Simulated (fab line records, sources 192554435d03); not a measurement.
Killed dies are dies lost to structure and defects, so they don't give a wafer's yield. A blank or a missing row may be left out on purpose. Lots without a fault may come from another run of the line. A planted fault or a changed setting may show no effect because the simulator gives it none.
Split-lot experiment | flow n5_finfet | 7 lots, 21 wafers read, on a route of 1938 steps

THE SPLIT
At N5_BEOL_M11_DESCUM_16 (chemistry O2, time 7.9 s), the setting time_s was moved away from the recipe's 7.9 s on 9 of the 21 wafers read, by -21.8% to +18.4%. The other wafers ran this setting at the recipe's value.

The file shows no step between the split and the reading.

THE READING
CAR-ArF_of_BEOL_M11_COAT_05.thk_nm (the simulator's own value, which no gauge read), in nm, at N5_BEOL_M11_ETCH_61 (etches SiARC in CF4, target depth 39 nm, time 65 s). The file gives no usual value for it. The 12 wafers here that ran the recipe average 55.6 nm, standard deviation 0.22 nm.

wafer  | tool, chamber at the split | time_s as run, s | against the recipe | CAR-ArF_of_BEOL_M11_COAT_05.thk_nm, nm | against lot-mates on the recipe
L074.3 | rie_diel-02, 0             | 9.163            | +16.0%             | 54.8                                   | -1.0
L074.5 | rie_diel-02, 2             | 7.9              | recipe             | 55.8                                   | -
L074.6 | rie_diel-02, 3             | 7.9              | recipe             | 55.8                                   | -
L076.2 | rie_diel-02, 1             | 7.9              | recipe             | 55.2                                   | -
L076.4 | rie_diel-02, 2             | 7.29             | -7.7%              | 55.8                                   | +0.6
L076.5 | rie_diel-02, 3             | 7.29             | -7.7%              | 55.4                                   | +0.2
L087.1 | rie_diel-02, 3             | 7.9              | recipe             | 55.8                                   | -
L087.5 | rie_diel-02, 3             | 7.9              | recipe             | 55.8                                   | -
L087.6 | rie_diel-02, 0             | 7.9              | recipe             | 56                                     | -
L088.1 | rie_diel-02, 0,3           | 7.9              | recipe             | 55.6                                   | -
L088.3 | rie_diel-02, 1             | 7.9              | recipe             | 55.4                                   | -
L088.6 | rie_diel-02, 0,3           | 7.9              | recipe             | 55.4                                   | -
L090.3 | rie_diel-02, 2             | 9.35             | +18.4%             | 55                                     | -0.8
L090.6 | rie_diel-02, 0             | 9.35             | +18.4%             | 55                                     | -0.8
L090.4 | rie_diel-02, 1             | 7.9              | recipe             | 55.8                                   | -
L091.2 | rie_diel-02, 3             | 7.9              | recipe             | 55.6                                   | -
L091.3 | rie_diel-02, 0,1           | 9.167            | +16.0%             | 55                                     | -0.6
L091.5 | rie_diel-02, 0,1           | 9.167            | +16.0%             | 55                                     | -0.6
L092.3 | rie_diel-05, 0             | 7.9              | recipe             | 55.6                                   | -
L092.5 | rie_diel-05, 2             | 6.174            | -21.8%             | 56.4                                   | +0.8
L092.6 | rie_diel-05, 3             | 6.174            | -21.8%             | 56.4                                   | +0.8
Where a row lists several chambers, the file gives one row for several wafers and doesn't say which wafer went through which chamber.

THE FIT
A straight line over all 21 wafers: CAR-ArF_of_BEOL_M11_COAT_05.thk_nm changes by -0.0353 nm for each +1% of time_s; r = -0.88; the points scatter about the line by 0.22 nm.
The same after taking each lot's own level away (the mean of its wafers on the recipe; 21 wafers): -0.0418 nm for each +1%; r = -0.97; scatter 0.12 nm.
On that fit, the largest move of time_s shifts the reading by 0.91 nm.
The lots' own levels span 55.20 to 55.87 nm, that is 3.1 times the standard deviation above.
So the lot-to-lot level changes the slope: the two fits differ.
Check: with one of the wafers moved furthest among these (-21.8%) left out of the fit, the line predicts +0.933 nm for it against its lot-mates. It came out at +0.8 nm against them.

OTHER SPLITS ON THESE WAFERS
These wafers also went through other splits before the reading. Each is held against what the fit with the lots' levels taken away leaves over:
other split on the same wafers   | wafers away from the commonest value | r with CAR-ArF_of_BEOL_M11_COAT_05.thk_nm (lot level and that fit taken away)
N5_BEOL_M8_DESCUM_16 time_s      | 7                                    | -0.23
N5_BEOL_M9_ETCH_66 bias_w        | 9                                    | -0.02
N5_BEOL_M9_TRENCH_ETCH_37 bias_w | 8                                    | +0.48
N5_BEOL_M10_COAT_59 spin_rpm     | 8                                    | -0.11
N5_BEOL_M10_DESCUM_16 time_s     | 6                                    | -0.10
N5_BEOL_M11_COAT_59 spin_rpm     | 5                                    | +0.07

THE WHOLE CHAIN: every reading that the file lists as answering this split, in the file's order
step                  | what it does                                       | reading                                                                             | change (the file's fit)                | r (the file's)
N5_BEOL_M11_DESCUM_16 | chemistry O2, time 7.9 s                           | CAR-ArF_of_BEOL_M11_COAT_05.thk_nm (the simulator's own value, which no gauge read) | -0.0474 nm for each +1% of the setting | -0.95
N5_BEOL_M11_ETCH_61   | etches SiARC in CF4, target depth 39 nm, time 65 s | CAR-ArF_of_BEOL_M11_COAT_05.thk_nm (the simulator's own value, which no gauge read) | -0.0439 nm for each +1% of the setting | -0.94

THE FILE'S OWN FIT
CAR-ArF_of_BEOL_M11_COAT_05.thk_nm changes by -0.0439 nm for each +1% of time_s, r = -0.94.
